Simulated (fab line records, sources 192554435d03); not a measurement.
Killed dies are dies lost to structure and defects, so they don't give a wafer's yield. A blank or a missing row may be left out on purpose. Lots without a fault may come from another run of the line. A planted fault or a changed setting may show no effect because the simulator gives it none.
Which tool did it? | flow n5_finfet | 12 lots, 36 wafers sampled, at 6 steps of a route of 1938

WHAT THE GAUGES READ, wafer by wafer
N5_BEOL_M10_THK_MEAS_53: measures by xrf.
lot  | measured     | on            | M10_THK (nm)
L075 | day 10 03:58 | film_metro-01 | 143 141 145
L077 | day 10 17:16 | film_metro-01 | 137 143 138
L079 | day 11 00:24 | film_metro-02 | 143 140 142
L081 | day 12 05:13 | film_metro-01 | 141 139 140
L083 | day 12 22:38 | film_metro-02 | 144 146 142
L085 | day 13 07:20 | film_metro-02 | 143 145 145
L088 | day 13 11:47 | film_metro-01 | 142 145 148
L089 | day 13 19:05 | film_metro-01 | 142 142 145
L094 | day 14 23:30 | film_metro-02 | 139 145 141
L092 | day 15 04:59 | film_metro-02 | 138 149 138
L096 | day 15 23:58 | film_metro-02 | 146 142 137
L097 | day 16 05:48 | film_metro-01 | 144 143 141

WHICH TOOL RAN EACH LOT (tool, then ch and the chambers of the sampled wafers, then the start)
lot  | N5_BEOL_M9_STRIP_36                | N5_BEOL_M10_HM_DEP_02        | N5_BEOL_M10_STRIP_36               | N5_BEOL_M10_STRIP_77                          | N5_BEOL_M10_SPUTTER_48
L075 | rie_diel-06 ch 1,3, day 9 18:47    | pvd_sputter-03, day 9 22:52  | rie_diel-04 ch 0,1, day 10 01:29   | rie_diel-04 ch 0,1, day 10 03:04 or earlier   | pvd_sputter-02, day 10 03:04
L077 | rie_diel-02 ch 1,2,3, day 10 05:10 | pvd_sputter-01, day 10 12:11 | rie_diel-04 ch 1,3, day 10 14:04   | rie_diel-04 ch 1,3, day 10 16:23 or earlier   | pvd_sputter-01, day 10 16:23
L079 | rie_diel-05 ch 2,3, day 10 13:46   | pvd_sputter-01, day 10 19:25 | rie_diel-04 ch 0,1, day 10 21:16   | rie_diel-04 ch 0,1, day 10 23:34 or earlier   | pvd_sputter-01, day 10 23:34
L081 | rie_diel-06 ch 0,1,3, day 11 17:08 | pvd_sputter-03, day 11 22:02 | rie_diel-03 ch 0,1,2, day 11 23:47 | rie_diel-03 ch 0,1,2, day 12 03:44 or earlier | pvd_sputter-03, day 12 03:44
L083 | rie_diel-02 ch 1,2,3, day 12 10:45 | pvd_sputter-01, day 12 14:45 | rie_diel-03 ch 1,2,3, day 12 18:46 | rie_diel-03 ch 1,2,3, day 12 20:10 or earlier | pvd_sputter-01, day 12 20:10
L085 | rie_diel-06 ch 0,2,3, day 12 18:56 | pvd_sputter-02, day 13 01:13 | rie_diel-03 ch 0,2, day 13 04:14   | rie_diel-03 ch 0,2, day 13 06:03 or earlier   | pvd_sputter-03, day 13 06:03
L088 | rie_diel-02 ch 2,3, day 12 23:33   | pvd_sputter-01, day 13 04:24 | rie_diel-04 ch 0,2, day 13 08:53   | rie_diel-04 ch 0,2, day 13 10:32 or earlier   | pvd_sputter-01, day 13 10:32
L089 | rie_diel-06 ch 0,1, day 13 09:11   | pvd_sputter-01, day 13 13:55 | rie_diel-04 ch 0,1,2, day 13 16:16 | rie_diel-04 ch 0,1,2, day 13 17:56 or earlier | pvd_sputter-03, day 13 17:56
L094 | rie_diel-02 ch 0,1, day 14 13:31   | pvd_sputter-03, day 14 17:01 | rie_diel-03 ch 1,2,3, day 14 20:55 | rie_diel-03 ch 1,2,3, day 14 22:38 or earlier | pvd_sputter-01, day 14 22:38
L092 | rie_diel-02 ch 1,2,3, day 14 17:05 | pvd_sputter-01, day 14 21:18 | rie_diel-04 ch 0,3, day 15 01:38   | rie_diel-04 ch 0,3, day 15 03:28 or earlier   | pvd_sputter-02, day 15 03:28
L096 | rie_diel-06 ch 1,2,3, day 15 11:40 | pvd_sputter-01, day 15 16:38 | rie_diel-04 ch 0,2,3, day 15 21:06 | rie_diel-04 ch 0,2,3, day 15 23:08 or earlier | pvd_sputter-02, day 15 23:08
L097 | rie_diel-06 ch 1,2, day 15 13:46   | pvd_sputter-02, day 15 20:06 | rie_diel-03 ch 0,2,3, day 16 01:53 | rie_diel-03 ch 0,2,3, day 16 04:53 or earlier | pvd_sputter-03, day 16 04:53
- N5_BEOL_M9_STRIP_36: strips in N2/H2.
- N5_BEOL_M10_HM_DEP_02: deposits TiN, target thk 20 nm.
- N5_BEOL_M10_STRIP_36: strips in N2/H2.
- N5_BEOL_M10_STRIP_77: strips in N2/H2, time 10 s.
- N5_BEOL_M10_SPUTTER_48: material Cu, target thk 12 nm, time 2 s.

THE ANSWER, worked out from the rows above alone
Rule: what is usual is taken from the lots themselves. Put in order of their means at a reading, lots are off if they are a third of the lots or fewer, leave a main group of 4 or more, and stand apart from it by a gap of 3 or more times the standard deviation of the main group's means; of several such gaps the widest counts. A main group whose means are all the same, to the digits that the tables above print for the reading, isn't used. A lot without any number at a reading at which 4 lots or more have one is off too. The other lots that the step has rows for count as sound.
No lot is off at any reading shown: from this, nothing can be told.

WHAT THE SIMULATOR HAD PUT IN
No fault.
